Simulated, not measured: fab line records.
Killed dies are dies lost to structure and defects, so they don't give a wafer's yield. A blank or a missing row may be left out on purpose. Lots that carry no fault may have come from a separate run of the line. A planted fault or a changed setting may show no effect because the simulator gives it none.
fab line records	flow nand-harc
record lots=24	wafers=72	last-day=26
route steps=1159 shown P_M1@305 P_M2@332
lots untouched by any fault: they come from a run of this same line in which no faults occurred
start-h: hours from the record's first day to the start of the lot's first wafer shown	wait-h: hours from the lot's prior step to this one	" identical to the entry in the row above	L1.1+2: several wafers, shown together as one row	- no value, or no start was given	* or withheld: withheld	< > ~ a bound
route shown NAME@n: a module of which the file shows steps, and the number in the route of the first	usual: average and standard deviation across the fault-free wafers	same: alike in all rows	chamber/n: place in a boat	sites: each site's reading	_std_site: their standard deviation	_edge_site: the outer-site mean with the inner-site mean subtracted	radius-mm: for every site, how far away it sits from the centre of the wafer	mask NAME#n: copy n	behind: the most recent tool/chamber to have shaped the wafer	hold: why the lot was held/for how many hours/how that ended	device: which transistor (n, p or np) failed to switch	end of line: the tests these same wafers got at the end of their route	a step without rows: its recipe alone	killed: at the first sort, the dies lost to defects and structure; wafer yield is something else	map: dies across one wafer; x = killed, . = not, _ = none there
set.NAME: the setting as run; set.NAME@STEP: as run at that earlier step	model.NAME: the simulator's own value behind a step, which no gauge read
the route's steps for a sample of lots (tables are steps, rows are wafers)
services: from which hour (start-h, from the record's first day; less than 0 if before it) a tool's chamber was out of use, for how many hours, and why
## steps
# step NHARC_P_M1_DEGAS_29
# recipe temp-c=250	time-s=60
# usual heater-power-w=350/46
lot.wafer	tool	chamber	start-h	wait-h	heater-power-w
L074.2	pvd-sputter-01	-	130.97	-	346
L074.6	"	-	"	"	327
L074.5	"	-	"	"	322
L075.4	pvd-sputter-02	-	131.30	-	358
L075.3	"	-	"	"	312
L075.6	"	-	"	"	483
L077.1	pvd-sputter-03	-	134.34	-	357
L077.2	"	-	"	"	375
L077.3	"	-	"	"	381
L076.2	pvd-sputter-02	-	136.42	-	493
L076.1	"	-	"	"	315
L076.4	"	-	"	"	362
L078.2	pvd-sputter-03	-	145.82	-	382
L078.4	"	-	"	"	375
L078.6	"	-	"	"	344
L079.2	pvd-sputter-01	-	149.83	-	367
L079.4	"	-	"	"	344
L079.1	"	-	"	"	342
L080.4	pvd-sputter-03	-	162.22	-	361
L080.2	"	-	"	"	372
L080.1	"	-	"	"	334
L081.3	pvd-sputter-02	-	167.80	-	260
L081.4	"	-	"	"	471
L081.6	"	-	"	"	263
L082.3	pvd-sputter-01	-	168.05	-	352
L082.2	"	-	"	"	348
L082.1	"	-	"	"	329
L083.4	pvd-sputter-01	-	175.37	-	337
L083.5	"	-	"	"	342
L083.6	"	-	"	"	322
L084.3	pvd-sputter-02	-	176.15	-	483
L084.2	"	-	"	"	345
L084.5	"	-	"	"	493
L086.3	pvd-sputter-01	-	195.99	-	343
L086.2	"	-	"	"	349
L086.5	"	-	"	"	351
L088.1	pvd-sputter-03	-	196.33	-	362
L088.6	"	-	"	"	374
L088.5	"	-	"	"	341
L085.4	pvd-sputter-03	-	197.50	-	374
L085.6	"	-	"	"	356
L085.5	"	-	"	"	360
L087.3	pvd-sputter-01	-	204.68	-	336
L087.4	"	-	"	"	343
L087.5	"	-	"	"	331
L089.2	pvd-sputter-03	-	217.48	-	358
L089.3	"	-	"	"	367
L089.5	"	-	"	"	369
L090.3	pvd-sputter-01	-	220.80	-	328
L090.4	"	-	"	"	336
L090.5	"	-	"	"	333
L091.1	pvd-sputter-01	-	225.06	-	336
L091.2	"	-	"	"	331
L091.5	"	-	"	"	348
L092.1	pvd-sputter-01	-	227.67	-	328
L092.5	"	-	"	"	331
L092.6	"	-	"	"	332
L093.3	pvd-sputter-02	-	230.87	-	463
L093.1	"	-	"	"	325
L093.5	"	-	"	"	319
L094.4	pvd-sputter-02	-	240.05	-	264
L094.3	"	-	"	"	313
L094.5	"	-	"	"	316
L095.1	pvd-sputter-03	-	241.91	-	355
L095.2	"	-	"	"	370
L095.5	"	-	"	"	342
L096.1	pvd-sputter-02	-	249.85	-	311
L096.3	"	-	"	"	464
L096.2	"	-	"	"	321
L097.3	pvd-sputter-01	-	259.10	-	326
L097.2	"	-	"	"	325
L097.6	"	-	"	"	337
# step NHARC_P_M1_INSPECT_27
# usual raw-defect-count=313/110
lot.wafer	tool	chamber	start-h	wait-h	raw-defect-count
L074.2	defect-inspect-01	-	132.51	0.0	306
L074.5	"	-	"	"	185
L074.6	"	-	"	"	216
L075.3	defect-inspect-01	-	133.06	0.0	339
L075.4	"	-	"	"	228
L075.6	"	-	"	"	153
L077.1	defect-inspect-01	-	135.90	0.0	482
L077.2	"	-	"	"	332
L077.3	"	-	"	"	408
L076.1	defect-inspect-02	-	137.99	0.0	364
L076.2	"	-	"	"	283
L076.4	"	-	"	"	283
L078.2	defect-inspect-02	-	147.57	0.0	289
L078.4	"	-	"	"	319
L078.6	"	-	"	"	312
L079.1	defect-inspect-02	-	151.39	0.0	371
L079.2	"	-	"	"	161
L079.4	"	-	"	"	290
L080.1	defect-inspect-01	-	164.05	0.0	339
L080.2	"	-	"	"	426
L080.4	"	-	"	"	281
L081.3	defect-inspect-02	-	169.59	0.0	429
L081.4	"	-	"	"	409
L081.6	"	-	"	"	605
L082.1	defect-inspect-01	-	169.61	0.0	115
L082.2	"	-	"	"	184
L082.3	"	-	"	"	260
L083.4	defect-inspect-02	-	176.91	0.0	235
L083.5	"	-	"	"	390
L083.6	"	-	"	"	304
L084.2	defect-inspect-01	-	177.72	0.0	394
L084.3	"	-	"	"	371
L084.5	"	-	"	"	370
L086.2	defect-inspect-02	-	197.55	0.0	327
L086.3	"	-	"	"	234
L086.5	"	-	"	"	535
L088.1	defect-inspect-01	-	197.86	0.0	360
L088.5	"	-	"	"	267
L088.6	"	-	"	"	346
L085.4	defect-inspect-02	-	199.06	0.0	353
L085.5	"	-	"	"	300
L085.6	"	-	"	"	334
L087.3	defect-inspect-02	-	206.23	0.0	280
L087.4	"	-	"	"	258
L087.5	"	-	"	"	486
L089.2	defect-inspect-01	-	219.27	0.0	320
L089.3	"	-	"	"	242
L089.5	"	-	"	"	273
L090.3	defect-inspect-02	-	222.40	0.0	347
L090.4	"	-	"	"	252
L090.5	"	-	"	"	207
L091.1	defect-inspect-01	-	226.63	0.0	230
L091.2	"	-	"	"	166
L091.5	"	-	"	"	305
L092.1	defect-inspect-01	-	229.26	0.0	624
L092.5	"	-	"	"	236
L092.6	"	-	"	"	196
L093.1	defect-inspect-02	-	232.45	0.0	382
L093.3	"	-	"	"	424
L093.5	"	-	"	"	521
L094.3	defect-inspect-01	-	241.61	0.0	342
L094.4	"	-	"	"	146
L094.5	"	-	"	"	206
L095.1	defect-inspect-02	-	243.46	0.0	344
L095.2	"	-	"	"	451
L095.5	"	-	"	"	254
L096.1	defect-inspect-01	-	251.41	0.0	350
L096.2	"	-	"	"	358
L096.3	"	-	"	"	291
L097.2	defect-inspect-02	-	260.74	0.0	382
L097.3	"	-	"	"	285
L097.6	"	-	"	"	244
# step NHARC_P_M2_ETCH_35
# recipe target-depth-a=400	overetch-a=120	time-s=43.94	ion-energy-ev=200	n2-flow-sccm=150	h2-flow-sccm=150	ar-flow-sccm=0	rf-w=400	bias-w=150	chemistry=N2/H2
# usual drypump-motor-current-A=5.6/0.51	oes-product-au=1.000/0.013	rf-vpp-V=429.8/1.7	showerhead-plenum-p-Torr=2.02/0.055	throttle-valve-pct=14.171/0.0094
lot.wafer	tool	chamber	start-h	wait-h	drypump-motor-current-A	oes-product-au	rf-hours-counter-h	rf-vpp-V	showerhead-plenum-p-Torr	throttle-valve-pct
L074.2	rie-diel-01	2	134.16	0.1	5.2	0.987	6	428.4	1.97	14.156
L074.6	"	2	"	"	5.3	0.997	-	427.8	1.97	14.175
L074.5	"	3	"	"	5.3	0.992	-	430.1	2.00	14.178
L075.3	rie-diel-01	1	134.87	0.1	6.3	0.995	6	430.0	2.00	14.177
L075.4	"	0	"	"	5.1	1.007	5	430.5	2.07	14.166
L075.6	"	1	"	"	6.3	0.998	-	430.3	2.00	14.177
L077.1	rie-diel-06	3	137.44	0.1	6.4	1.005	14	428.7	1.97	14.186
L077.2	"	0	"	"	4.9	1.030	15	428.3	1.95	14.183
L077.3	"	2	"	"	5.8	1.011	15	433.9	2.17	14.163
L076.4	rie-diel-06	2	139.53	0.1	5.7	1.010	15	434.5	2.17	14.194
L076.2	"	0	"	"	4.9	1.021	15	429.4	1.95	14.177
L076.1	"	1	"	"	6.0	0.985	15	433.3	2.09	14.177
L078.2	rie-diel-01	1	149.24	0.1	6.3	0.985	0	429.6	2.00	14.160
L078.4	"	3	"	"	5.3	1.005	0	429.4	2.00	14.165
L078.6	"	2	"	"	5.3	0.980	-	427.8	1.97	14.160
L079.2	rie-diel-01	3	152.94	0.1	5.3	1.003	0	430.1	2.00	14.160
L079.1	"	0	"	"	5.1	1.009	0	432.0	2.07	14.149
L079.4	"	1	"	"	6.3	0.990	0	428.9	2.00	14.165
L080.2	rie-diel-01	2	165.59	0.1	5.3	0.984	0	428.4	1.97	14.176
L080.4	"	0	"	"	5.2	1.026	0	432.5	2.07	14.174
L080.1	"	1	"	"	6.4	0.991	0	428.1	2.00	14.166
L081.4	rie-diel-01	1	171.42	0.1	6.3	0.992	0	429.3	2.00	14.186
L081.3	"	2	"	"	5.3	0.980	0	427.8	1.97	14.175
L081.6	"	1	"	"	6.4	0.997	-	429.1	2.00	14.165
L082.1	rie-diel-01	0	171.45	0.1	5.1	1.024	1	430.8	2.07	14.174
L082.2	"	1	"	"	6.3	0.996	1	430.5	2.00	14.174
L082.3	"	2	"	"	5.3	0.982	1	427.8	1.97	14.172
L083.4	rie-diel-01	0	178.57	0.1	5.1	1.019	1	431.7	2.07	14.160
L083.6	"	0	"	"	5.1	1.023	-	430.4	2.07	14.169
L083.5	"	1	"	"	6.3	0.991	-	428.8	2.00	14.173
L084.3	rie-diel-06	1	179.75	0.1	6.0	0.983	25	431.8	2.09	14.170
L084.2	"	3	"	"	6.4	1.001	25	428.5	1.97	14.179
L084.5	"	1	"	"	6.0	0.982	-	431.7	2.09	14.173
L086.3	rie-diel-01	1	199.71	0.1	6.3	0.992	2	427.7	2.00	14.161
L086.2	"	2	"	"	5.2	0.985	2	429.1	1.97	14.154
L086.5	"	1	"	"	6.3	1.001	-	429.1	2.00	14.180
L088.1	rie-diel-06	1	200.07	0.1	6.0	0.984	27	432.6	2.09	14.181
L088.5	"	2	"	"	5.7	1.004	-	433.2	2.17	14.161
L088.6	"	3	"	"	6.3	1.004	-	428.3	1.97	14.173
L085.4	rie-diel-01	1	201.23	0.1	6.4	0.993	2	429.2	2.00	14.155
L085.6	"	3	"	"	5.3	1.000	-	429.5	2.00	14.176
L085.5	"	0	"	"	5.1	1.017	-	430.7	2.07	14.182
L087.4	rie-diel-01	1	207.75	0.1	6.3	0.995	2	428.7	2.00	14.160
L087.3	"	2	"	"	5.2	0.986	2	427.1	1.97	14.166
L087.5	"	1	"	"	6.3	1.004	-	428.7	2.00	14.177
L089.3	rie-diel-01	3	220.96	0.1	5.3	0.987	3	429.3	2.00	14.164
L089.2	"	2	"	"	5.3	0.990	2	427.6	1.97	14.168
L089.5	"	2	"	"	5.2	0.979	-	428.1	1.97	14.161
L090.3	rie-diel-01	3	223.98	0.1	5.4	0.988	3	428.3	2.00	14.179
L090.5	"	2	"	"	5.2	0.978	-	427.8	1.97	14.169
L090.4	"	3	"	"	5.4	1.001	-	429.1	2.00	14.172
L091.2	rie-diel-06	3	228.14	0.1	6.4	1.013	31	428.4	1.97	14.153
L091.1	"	0	"	"	4.9	1.016	31	430.6	1.95	14.187
L091.5	"	3	"	"	6.3	1.014	-	428.5	1.97	14.176
L092.1	rie-diel-01	1	230.94	0.1	6.3	0.987	2	430.5	2.00	14.171
L092.6	"	3	"	"	5.3	0.995	-	429.7	2.00	14.159
L092.5	"	0	"	"	5.1	1.015	-	431.3	2.07	14.173
L093.1	rie-diel-06	0	234.15	0.1	4.9	1.015	32	428.9	1.95	14.181
L093.3	"	3	"	"	6.3	1.011	32	429.0	1.97	14.177
L093.5	"	1	"	"	6.0	0.990	-	431.5	2.09	14.178
L094.4	rie-diel-01	0	243.27	0.1	5.1	1.011	4	431.7	2.07	14.164
L094.3	"	3	"	"	5.3	0.998	4	430.6	2.00	14.184
L094.5	"	1	"	"	6.3	0.992	-	429.9	2.00	14.183
L095.1	rie-diel-01	1	245.16	0.1	6.3	0.994	3	430.4	2.00	14.157
L095.2	"	3	"	"	5.3	1.001	4	427.0	2.00	14.181
L095.5	"	1	"	"	6.3	0.999	-	428.7	2.00	14.178
L096.3	rie-diel-01	2	253.07	0.1	5.3	0.984	4	427.9	1.97	14.164
L096.1	"	3	"	"	5.3	1.007	4	429.7	2.00	14.163
L096.2	"	0	"	"	5.1	1.018	4	430.7	2.07	14.168
L097.3	rie-diel-01	1	262.40	0.1	6.3	0.994	4	430.5	2.00	14.173
L097.2	"	2	"	"	5.2	0.977	4	429.1	1.97	14.168
L097.6	"	2	"	"	5.2	0.986	-	427.4	1.97	14.170
# step NHARC_P_M2_ETCH_28
# recipe target-depth-a=300	over-etch-frac=0.3	time-s=72.99	ion-energy-ev=150	cf4-flow-sccm=50	n2-flow-sccm=100	ar-flow-sccm=150	rf-w=300	bias-w=100	chemistry=CF4/N2
# usual drypump-motor-current-A=5.6/0.5	oes-product-au=1.000/0.013	rf-vpp-V=313.9/1.5	showerhead-plenum-p-Torr=2.61/0.081	throttle-valve-pct=19.795/0.01
lot.wafer	tool	chamber	start-h	wait-h	drypump-motor-current-A	oes-product-au	rf-hours-counter-h	rf-vpp-V	showerhead-plenum-p-Torr	throttle-valve-pct
L074.2	rie-diel-06	0	-	-	4.9	1.019	15	312.1	2.52	19.785
L074.5	"	3	"	"	6.3	1.006	-	312.3	2.55	19.781
L074.6	"	0	"	"	4.9	1.019	-	312.1	2.52	19.796
L075.4	rie-diel-06	3	-	-	6.4	1.010	14	313.5	2.55	19.785
L075.3	"	0	"	"	4.9	1.025	15	312.5	2.52	19.788
L075.6	"	2	"	"	5.8	1.007	-	318.2	2.78	19.795
L077.1	rie-diel-13	1	-	-	6.3	1.004	10	314.8	2.67	19.802
L077.2	"	2	"	"	6.0	0.996	11	314.7	2.73	19.793
L077.3	"	3	"	"	5.0	1.004	11	316.3	2.76	19.783
L076.2	rie-diel-06	1	-	-	6.0	0.984	15	315.9	2.69	19.772
L076.4	"	3	"	"	6.3	0.996	15	312.7	2.55	19.805
L076.1	"	0	"	"	4.9	1.010	15	312.7	2.52	19.797
L078.4	rie-diel-01	1	-	-	6.4	0.986	0	312.8	2.58	19.799
L078.2	"	2	"	"	5.3	0.984	0	313.2	2.55	19.798
L078.6	"	0	"	"	5.1	1.018	-	314.4	2.66	19.783
L079.2	rie-diel-13	1	-	-	6.4	1.000	14	315.4	2.67	19.786
L079.1	"	2	"	"	6.0	0.992	15	316.7	2.73	19.780
L079.4	"	0	"	"	6.1	1.000	14	310.7	2.47	19.814
L080.1	rie-diel-01	3	-	-	5.3	1.008	0	311.6	2.58	19.800
L080.4	"	1	"	"	6.3	1.000	0	313.6	2.58	19.779
L080.2	"	2	"	"	5.3	0.982	0	312.9	2.55	19.788
L082.3	rie-diel-01	2	-	-	5.2	0.980	1	312.4	2.55	19.803
L082.2	"	0	"	"	5.1	1.012	1	314.5	2.66	19.795
L082.1	"	1	"	"	6.4	0.982	1	313.3	2.58	19.793
L081.3	rie-diel-06	1	-	-	6.1	0.988	23	314.6	2.69	19.806
L081.4	"	2	"	"	5.8	1.001	23	317.5	2.78	19.794
L081.6	"	1	"	"	6.1	0.991	-	314.7	2.69	19.795
L083.4	rie-diel-01	1	-	-	6.3	0.995	1	312.4	2.58	19.799
L083.6	"	3	"	"	5.3	1.009	-	313.9	2.58	19.802
L083.5	"	0	"	"	5.1	1.020	-	314.8	2.66	19.794
L084.2	rie-diel-06	1	-	-	6.1	0.988	25	314.7	2.69	19.796
L084.3	"	0	"	"	4.9	1.013	25	311.5	2.52	19.807
L084.5	"	1	"	"	6.0	0.974	-	314.1	2.69	19.803
L086.2	rie-diel-01	0	-	-	5.1	1.024	2	315.4	2.66	19.793
L086.3	"	1	"	"	6.3	1.005	2	313.3	2.58	19.775
L086.5	"	1	"	"	6.4	0.990	-	313.3	2.58	19.790
L088.1	rie-diel-01	3	-	-	5.3	0.999	2	313.2	2.58	19.799
L088.6	"	1	"	"	6.3	0.990	-	314.3	2.58	19.802
L088.5	"	2	"	"	5.3	0.971	-	312.7	2.54	19.797
L085.4	rie-diel-01	1	-	-	6.4	0.988	2	313.7	2.58	19.803
L085.6	"	2	"	"	5.2	0.978	-	313.5	2.54	19.772
L085.5	"	3	"	"	5.3	1.000	-	312.7	2.58	19.806
L087.4	rie-diel-01	3	-	-	5.3	0.992	2	313.9	2.58	19.799
L087.3	"	0	"	"	5.1	1.007	2	315.4	2.66	19.805
L087.5	"	3	"	"	5.3	0.998	-	313.8	2.58	19.781
L089.3	rie-diel-01	3	-	-	5.3	0.994	3	313.8	2.58	19.798
L089.2	"	2	"	"	5.2	0.986	3	315.5	2.54	19.787
L089.5	"	0	"	"	5.2	1.017	-	313.8	2.66	19.796
L090.3	rie-diel-13	3	-	-	5.0	1.007	38	316.1	2.75	19.790
L090.4	"	2	"	"	6.0	0.991	46	315.8	2.72	19.774
L090.5	"	3	"	"	5.0	0.996	-	316.8	2.75	19.790
L091.1	rie-diel-06	3	-	-	6.4	1.024	31	312.2	2.54	19.791
L091.2	"	1	"	"	6.1	0.991	33	314.8	2.68	19.788
L091.5	"	2	"	"	5.7	1.018	-	314.7	2.78	19.818
L092.1	rie-diel-06	0	-	-	4.9	1.015	31	313.2	2.52	19.799
L092.6	"	3	"	"	6.3	1.011	-	310.5	2.54	19.781
L092.5	"	0	"	"	4.9	1.005	-	312.1	2.52	19.782
L093.1	rie-diel-01	0	-	-	5.2	1.011	4	314.8	2.66	19.776
L093.3	"	1	"	"	6.3	0.989	3	313.1	2.58	19.796
L093.5	"	3	"	"	5.3	0.998	-	314.7	2.58	19.789
L094.4	rie-diel-01	3	-	-	5.3	0.985	4	312.9	2.58	19.780
L094.3	"	0	"	"	5.2	1.012	4	315.4	2.66	19.811
L094.5	"	2	"	"	5.2	0.969	-	311.9	2.54	19.792
L095.2	rie-diel-01	2	-	-	5.2	0.998	4	312.4	2.54	19.808
L095.1	"	3	"	"	5.3	0.998	4	314.0	2.58	19.775
L095.5	"	2	"	"	5.3	0.994	-	313.1	2.54	19.796
L096.3	rie-diel-01	2	-	-	5.3	0.987	4	313.5	2.54	19.805
L096.1	"	3	"	"	5.3	0.993	4	314.4	2.58	19.788
L096.2	"	0	"	"	5.1	1.008	4	314.8	2.66	19.792
L097.3	rie-diel-01	3	-	-	5.3	0.998	4	314.0	2.58	19.797
L097.2	"	2	"	"	5.2	0.985	4	312.9	2.54	19.797
L097.6	"	0	"	"	5.1	1.014	-	315.8	2.66	19.791
# step NHARC_P_M2_CMP_23
# recipe t-overpolish-s=20	target-thk-nm=144.3
# usual motor-current-A=12.0/1.1	time-to-endpoint-s=28.8/2.5
lot.wafer	tool	chamber	start-h	wait-h	motor-current-A	time-to-endpoint-s
L074.2	cmp-02	2	136.26	-	11.8	31.4
L074.5	"	3	"	"	13.6	32.7
L074.6	"	0	"	"	9.5	28.9
L075.4	cmp-04	3	136.90	-	12.1	28.8
L075.3	"	2	"	"	11.1	26.7
L075.6	"	3	"	"	12.1	28.6
L077.2	cmp-02	2	139.72	-	11.2	27.7
L077.1	"	3	"	"	13.5	28.1
L077.3	"	0	"	"	9.7	26.3
L076.2	cmp-01	3	141.58	-	11.5	28.7
L076.4	"	0	"	"	13.1	30.9
L076.1	"	2	"	"	12.9	27.9
L078.2	cmp-01	0	151.26	-	12.5	31.9
L078.4	"	3	"	"	10.9	30.2
L078.6	"	0	"	"	11.4	31.1
L079.2	cmp-04	3	155.06	-	11.9	31.0
L079.1	"	0	"	"	12.9	27.9
L079.4	"	1	"	"	12.7	31.0
L080.1	cmp-02	3	167.62	-	12.9	29.1
L080.2	"	0	"	"	9.3	27.7
L080.4	"	2	"	"	10.9	28.7
L081.4	cmp-02	0	173.57	-	9.7	27.5
L081.3	"	2	"	"	10.9	29.7
L081.6	"	0	"	"	9.7	31.8
L082.3	cmp-01	2	173.63	-	12.6	28.6
L082.2	"	3	"	"	11.5	31.7
L082.1	"	0	"	"	12.6	27.9
L083.4	cmp-04	2	180.62	-	10.8	28.2
L083.6	"	2	"	"	10.9	28.7
L083.5	"	3	"	"	12.1	25.6
L084.3	cmp-02	1	182.07	-	13.1	34.0
L084.2	"	2	"	"	11.1	28.4
L084.5	"	3	"	"	13.1	27.8
L086.3	cmp-02	0	201.75	-	10.4	30.2
L086.2	"	2	"	"	11.1	29.4
L086.5	"	1	"	"	13.0	29.3
L088.1	cmp-01	3	202.56	-	11.2	26.5
L088.5	"	0	"	"	12.8	26.3
L088.6	"	1	"	"	11.0	31.2
L085.4	cmp-02	2	203.25	-	12.0	27.1
L085.6	"	2	"	"	11.3	28.4
L085.5	"	3	"	"	13.5	27.2
L087.3	cmp-04	1	209.87	-	12.7	28.7
L087.4	"	2	"	"	10.8	29.5
L087.5	"	1	"	"	13.1	27.6
L089.2	cmp-04	0	223.08	-	12.9	26.3
L089.3	"	3	"	"	11.5	28.6
L089.5	"	0	"	"	13.1	24.8
L090.3	cmp-04	1	226.01	-	12.4	24.6
L090.4	"	3	"	"	12.6	26.2
L090.5	"	2	"	"	11.0	24.9
L091.1	cmp-04	3	230.18	-	11.9	27.2
L091.2	"	0	"	"	13.2	24.5
L091.5	"	0	"	"	12.7	25.2
L092.1	cmp-01	1	232.96	-	11.9	32.2
L092.6	"	1	"	"	11.8	30.5
L092.5	"	2	"	"	12.2	25.6
L093.3	cmp-04	1	236.25	-	12.7	25.2
L093.1	"	0	"	"	12.0	27.7
L093.5	"	2	"	"	10.7	26.0
L094.4	cmp-01	2	245.61	-	12.8	27.6
L094.3	"	1	"	"	11.4	29.5
L094.5	"	2	"	"	12.6	28.8
L095.1	cmp-01	2	247.19	-	12.5	26.9
L095.2	"	3	"	"	11.0	30.7
L095.5	"	3	"	"	10.8	31.1
L096.1	cmp-01	0	255.11	-	13.0	32.5
L096.2	"	2	"	"	13.8	30.7
L096.3	"	3	"	"	11.0	32.0
L097.2	cmp-04	3	264.48	-	12.0	26.0
L097.3	"	0	"	"	12.4	24.5
L097.6	"	2	"	"	10.6	23.5
# step NHARC_P_M2_THK_MEAS_24
# recipe thk-meas-gauge=xrf
# usual thk-nm=144.1/1.4
lot.wafer	tool	chamber	start-h	wait-h	thk-nm
L074.2	film-metro-02	-	136.50	-	145.4
L074.5	"	-	"	"	144.0
L074.6	"	-	"	"	142.1
L075.3	film-metro-01	-	137.22	-	144.1
L075.4	"	-	"	"	143.8
L075.6	"	-	"	"	144.8
L077.1	film-metro-01	-	140.01	-	146.8
L077.2	"	-	"	"	144.2
L077.3	"	-	"	"	142.9
L076.1	film-metro-02	-	141.90	-	145.9
L076.2	"	-	"	"	144.2
L076.4	"	-	"	"	144.1
L078.2	film-metro-01	-	151.58	-	143.7
L078.4	"	-	"	"	144.7
L078.6	"	-	"	"	145.5
L079.1	film-metro-01	-	155.35	-	144.7
L079.2	"	-	"	"	147.2
L079.4	"	-	"	"	146.0
L080.1	film-metro-02	-	167.93	-	144.1
L080.2	"	-	"	"	146.2
L080.4	"	-	"	"	143.9
L081.3	film-metro-01	-	173.88	-	145.4
L081.4	"	-	"	"	144.6
L081.6	"	-	"	"	144.9
L082.1	film-metro-02	-	173.94	-	145.5
L082.2	"	-	"	"	144.6
L082.3	"	-	"	"	144.2
L083.4	film-metro-01	-	180.93	-	144.1
L083.5	"	-	"	"	142.4
L083.6	"	-	"	"	144.1
L084.2	film-metro-01	-	182.33	-	144.2
L084.3	"	-	"	"	144.1
L084.5	"	-	"	"	145.3
L086.2	film-metro-01	-	202.07	-	145.8
L086.3	"	-	"	"	145.4
L086.5	"	-	"	"	145.2
L088.1	film-metro-02	-	202.79	-	142.2
L088.5	"	-	"	"	145.1
L088.6	"	-	"	"	142.8
L085.4	film-metro-01	-	203.57	-	144.1
L085.5	"	-	"	"	142.0
L085.6	"	-	"	"	144.4
L087.3	film-metro-02	-	210.20	-	144.2
L087.4	"	-	"	"	143.0
L087.5	"	-	"	"	145.7
L089.2	film-metro-02	-	223.40	-	142.2
L089.3	"	-	"	"	142.4
L089.5	"	-	"	"	140.9
L090.3	film-metro-02	-	226.33	-	143.9
L090.4	"	-	"	"	142.8
L090.5	"	-	"	"	141.9
L091.1	film-metro-02	-	230.50	-	142.6
L091.2	"	-	"	"	142.3
L091.5	"	-	"	"	142.1
L092.1	film-metro-02	-	233.28	-	145.1
L092.5	"	-	"	"	146.0
L092.6	"	-	"	"	144.3
L093.1	film-metro-02	-	236.57	-	142.3
L093.3	"	-	"	"	144.4
L093.5	"	-	"	"	142.8
L094.3	film-metro-01	-	245.93	-	144.7
L094.4	"	-	"	"	144.8
L094.5	"	-	"	"	144.1
L095.1	film-metro-01	-	247.51	-	143.9
L095.2	"	-	"	"	142.4
L095.5	"	-	"	"	146.1
L096.1	film-metro-01	-	255.42	-	145.9
L096.2	"	-	"	"	144.8
L096.3	"	-	"	"	144.4
L097.2	film-metro-01	-	264.74	-	142.0
L097.3	"	-	"	"	142.4
L097.6	"	-	"	"	141.1
## services
tool	chamber	start-h	hours	kind
cmp-02	-	123.39	0.3	repair
cmp-02	-	128.58	4.0	pm
cmp-04	-	130.01	5.3	repair
cmp-01	-	131.74	0.9	repair
rie-diel-01	-	137.81	9.0	pm
cmp-02	-	139.97	0.4	repair
pvd-sputter-01	-	158.00	10.0	pm
cmp-01	-	163.13	1.7	repair
pvd-sputter-03	-	167.14	8.3	repair
rie-diel-06	-	178.84	0.5	repair
cmp-01	-	179.50	4.0	pm
cmp-04	-	188.24	2.3	repair
rie-diel-06	0	191.14	4.7	repair
cmp-01	-	193.37	1.4	repair
cmp-04	-	203.01	4.0	pm
rie-diel-01	1	209.82	1.7	repair
pvd-sputter-02	-	214.01	10.0	pm
cmp-01	-	215.43	0.3	repair
rie-diel-06	-	216.77	1.4	repair
rie-diel-01	1	216.98	9.4	repair
cmp-02	-	225.88	6.4	repair
rie-diel-06	-	241.23	9.0	pm
cmp-04	-	256.81	2.7	repair
rie-diel-06	3	261.79	6.1	repair
## key
fault none
